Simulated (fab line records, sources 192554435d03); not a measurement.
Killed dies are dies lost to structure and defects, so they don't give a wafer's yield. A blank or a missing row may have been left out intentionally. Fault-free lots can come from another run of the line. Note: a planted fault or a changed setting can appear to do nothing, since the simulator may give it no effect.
Split-lot experiment -- flow n5_finfet -- 7 lots, 21 wafers read, on a route of 1938 steps

## ABOUT THE SPLIT
At N5_FIN_CUT_COAT_29 (time 60 s, resist thk 10 nm), the setting spin_rpm was moved away from the recipe's 1500 rpm on 8 of the 21 wafers read, by -10.2% to +10.9%. This setting was run at the recipe's value on the other wafers.

## FROM THE SPLIT TO THE READING: what the file shows between them, 6 steps
- N5_FIN_CUT_EXPOSE_05: exposes mask FIN CUT (also split here: dose_mj)
- N5_FIN_CUT_PEB_06: peb time 60 s
- N5_FIN_CUT_DEVELOP_07: develop time 30 s
- N5_FIN_CUT_CD_MEAS_08: target cd 29.1 nm
- N5_FIN_CUT_DESCUM_13: chemistry O2, time 7 s
- N5_FIN_CUT_ETCH_30: etches underlayer in N2/H2, target depth 13 nm, time 10.4 s

## THE READING
underlayer_of_FIN_CUT_COAT_29.thk_nm (the simulator's own value, which no gauge read), in nm, at N5_FIN_CUT_ETCH_20 (etches SiARC in CF4, target depth 26 nm, time 43.3 s). The file does not state a usual value for it. Across the 13 wafers here that went through the recipe, the average is 9.2 nm and the standard deviation 0.084 nm.

wafer,"tool, chamber at the split","spin_rpm as run, rpm",against the recipe,"underlayer_of_FIN_CUT_COAT_29.thk_nm, nm",against lot-mates on the recipe
L076.3,"litho_track-05, 0",1500,recipe,9.2,-
L076.4,"litho_track-05, 0",1347,-10.2%,9.8,+0.6
L076.6,"litho_track-05, 0",1347,-10.2%,9.8,+0.6
L079.1,"litho_track-01, 0",1500,recipe,9.2,-
L079.4,"litho_track-01, 0",1500,recipe,9.2,-
L079.6,"litho_track-01, 0",1500,recipe,9.2,-
L086.1,"litho_track-02, 0",1576,+5.1%,9,-0.4
L086.2,"litho_track-02, 0",1500,recipe,9.4,-
L086.3,"litho_track-02, 0",1500,recipe,9.4,-
L091.1,"litho_track-05, 0",1500,recipe,9.2,-
L091.2,"litho_track-05, 0",1500,recipe,9.2,-
L091.4,"litho_track-05, 0",1500,recipe,9.2,-
L092.2,"litho_track-05, 0",1664,+10.9%,8.8,-0.4
L092.6,"litho_track-05, 0",1664,+10.9%,8.8,-0.4
L092.4,"litho_track-05, 0",1500,recipe,9.2,-
L094.1,"litho_track-02, 0",1622,+8.1%,9,-0.4
L094.6,"litho_track-02, 0",1622,+8.1%,9,-0.4
L094.2,"litho_track-02, 0",1500,recipe,9.4,-
L096.1,"litho_track-01, 0",1593,+6.2%,9,-0.2
L096.2,"litho_track-01, 0",1500,recipe,9.2,-
L096.6,"litho_track-01, 0",1500,recipe,9.2,-

FIT RESULTS
A straight line over all 21 wafers: underlayer_of_FIN_CUT_COAT_29.thk_nm changes by -0.0444 nm for each +1% of spin_rpm; r = -0.95; the points scatter about the line by 0.083 nm.
The same after taking each lot's own level away (the mean of its wafers on the recipe; 21 wafers): -0.0487 nm for each +1%; r = -0.97; scatter 0.066 nm.
That fit puts the effect of the largest move of spin_rpm on the reading at 0.53 nm.
Across the lots, their own levels run from 9.20 to 9.40 nm, a range of 2.4 times the standard deviation given above.
The two slopes agree, so the slope changes little with the lot-to-lot level.
Check: -0.541 nm against its lot-mates is what the line predicts for one of the wafers moved furthest among these (+10.9%) when that wafer is left out of the fit. It came out at -0.4 nm against them.

## THE OTHER SPLITS THESE WAFERS WENT THROUGH
These wafers also went through other splits before the reading. Each is held against what the fit with the lots' levels taken away leaves over:
other split on the same wafers,wafers away from the commonest value,r with underlayer_of_FIN_CUT_COAT_29.thk_nm (lot level and that fit taken away)
N5_WELL_APT_COAT_02 spin_rpm,4,+0.44
N5_PMOS_HMC_CHANNEL_EPI_PEB_07 peb_time_s,8,+0.15
N5_PMOS_HMC_CHANNEL_EPI_DEVELOP_08 develop_time_s,8,+0.13
N5_FIN_CUT_EXPOSE_05 dose_mj,4,-0.22

## THE WHOLE CHAIN: every reading that the file lists as answering this split, in the file's order
step,what it does,reading,change (the file's fit),r (the file's)
N5_FIN_CUT_COAT_29,"time 60 s, resist thk 10 nm","underlayer_of_FIN_CUT_COAT_29.thk_nm (the simulator's own value, which no gauge read)",-0.0518 nm for each +1% of the setting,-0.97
N5_FIN_CUT_ETCH_30,"etches underlayer in N2/H2, target depth 13 nm, time 10.4 s","CAR-EUV_of_FIN_CUT_COAT_02.thk_nm (the simulator's own value, which no gauge read)",+0.0651 nm for each +1% of the setting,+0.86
N5_FIN_CUT_ETCH_30,"etches underlayer in N2/H2, target depth 13 nm, time 10.4 s","etch.depth_nm (the simulator's own value, which no gauge read)",-0.0487 nm for each +1% of the setting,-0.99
N5_FIN_CUT_ETCH_20,"etches SiARC in CF4, target depth 26 nm, time 43.3 s","underlayer_of_FIN_CUT_COAT_29.thk_nm (the simulator's own value, which no gauge read)",-0.0481 nm for each +1% of the setting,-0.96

## FILE'S OWN FIT
underlayer_of_FIN_CUT_COAT_29.thk_nm changes by -0.0481 nm for each +1% of spin_rpm, r = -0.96.
